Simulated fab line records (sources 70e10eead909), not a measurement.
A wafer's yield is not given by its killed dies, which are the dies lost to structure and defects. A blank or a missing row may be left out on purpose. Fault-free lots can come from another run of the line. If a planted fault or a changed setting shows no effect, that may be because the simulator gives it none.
Comparing a struck lot with a sound one	flow nand harc	15 out of 1159 route steps
Sound: the wafers L417.2, L417.4, L417.6. Struck: wafer L429.6. (L429.3, L429.5 of the same lot were not struck and are left out.) The cause comes at the end.
Per side, at each step with rows, come the tool, then ch with its chambers, and then its first start. Under that, the readings that differ: sound wafers	struck wafers	difference of the means	sigmas: that difference in standard deviations of wafers without a fault.
alike: readings with means less than 2 such deviations apart, plus words and numbers identical on both sides. not compared: withheld readings, readings lacking a value on some wafer, bounds such as >300 that could conceal the same value, and numbers that have no deviation in the record and whose values overlap.
Wherever a step has rows on one side only, a row that says differs or no value, or a row with sigmas, the two part there. Numbers that don't overlap but have no deviation are shown without sigmas and don't part them. A reading that every wafer of one side lacks parts them only if that side has two wafers or more.

first, 7 steps without rows for these wafers: NHARC_A_M1_COAT_34 (time 65 s); NHARC_A_M1_COAT_03 (resist thk 90 nm); NHARC_A_M1_SOFTBAKE_04 (time 55 s); NHARC_A_M1_EBR_05; NHARC_A_M1_EXPOSE_06 (exposes mask A M1, target cd 120 nm); NHARC_A_M1_PEB_07 (peb time 65 s); NHARC_A_M1_DEVELOP_08 (develop time 35 s).
NHARC_A_M1_CD_MEAS_09: target cd 120 nm.
  sound on cd sem-02 ch 0, day 18 01:26; struck on cd sem-03 ch 0, day 22 05:39
  alike: cd nm
NHARC_A_M1_OVL_MEAS_10: pitch 240 nm.
  sound on overlay-01, day 18 01:31; struck on overlay-01, day 22 05:44
  alike: overlay x nm, overlay y nm
NHARC_A_M1_INSPECT_11:
  sound on defect inspect-02, day 18 01:33; struck on defect inspect-02, day 22 05:46
  alike: raw defect count
NHARC_A_M1_DESCUM_14: chemistry O2, time 3 s.
  sound on rie diel-12 ch 2,3, day 18 01:37; struck on rie diel-09 ch 3, day 22 05:52
reading	sound	struck	difference	sigmas
rf vpp V (V)	59.1 57.7 57.5	56.1	-2.0	-2
  alike: drypump motor current A, oes product au, showerhead plenum p Torr, throttle valve pct
  not compared: rf hours counter h
NHARC_A_M1_ETCH_35: etches the open film in N2/H2, target depth 40 nm, overetch 12 nm, time 43.94 s.
  sound on rie diel-12 ch 0,3, day 18 01:41; struck on rie diel-09 ch 3, day 22 05:56
reading	sound	struck	difference	sigmas
rf vpp V (V)	436.7 432.1 435.6	430.1	-4.7	-2
  alike: drypump motor current A, oes product au, run length s, showerhead plenum p Torr, throttle valve pct
  not compared: rf hours counter h
NHARC_A_M1_ETCH_15: etches the open film in C4F8/Ar, target depth 182.5 nm, time 91.2 s.
  sound on rie diel-12 ch 0,2, day 18 01:47; struck on rie diel-09 ch 3, day 22 06:04
reading	sound	struck	difference	sigmas
run length s (s)	112.1 113.2 112.9	101.4	-11.3	-25
  alike: oes product au, rf vpp V
  not compared: rf hours counter h
NHARC_A_M1_CD_MEAS_16:
  sound on cd sem-02, day 18 01:55; struck on cd sem-03, day 22 06:11
  alike: cd nm
NHARC_END_SORT_01:
  at this point the record logs the struck wafers (prober-02 ch 0, day 24 01:30) and has no rows for the sound ones

== WHERE THEY PART ==
Earliest at NHARC_A_M1_DESCUM_14; latest, in this record, at NHARC_END_SORT_01.

WHY: what the simulator had put in
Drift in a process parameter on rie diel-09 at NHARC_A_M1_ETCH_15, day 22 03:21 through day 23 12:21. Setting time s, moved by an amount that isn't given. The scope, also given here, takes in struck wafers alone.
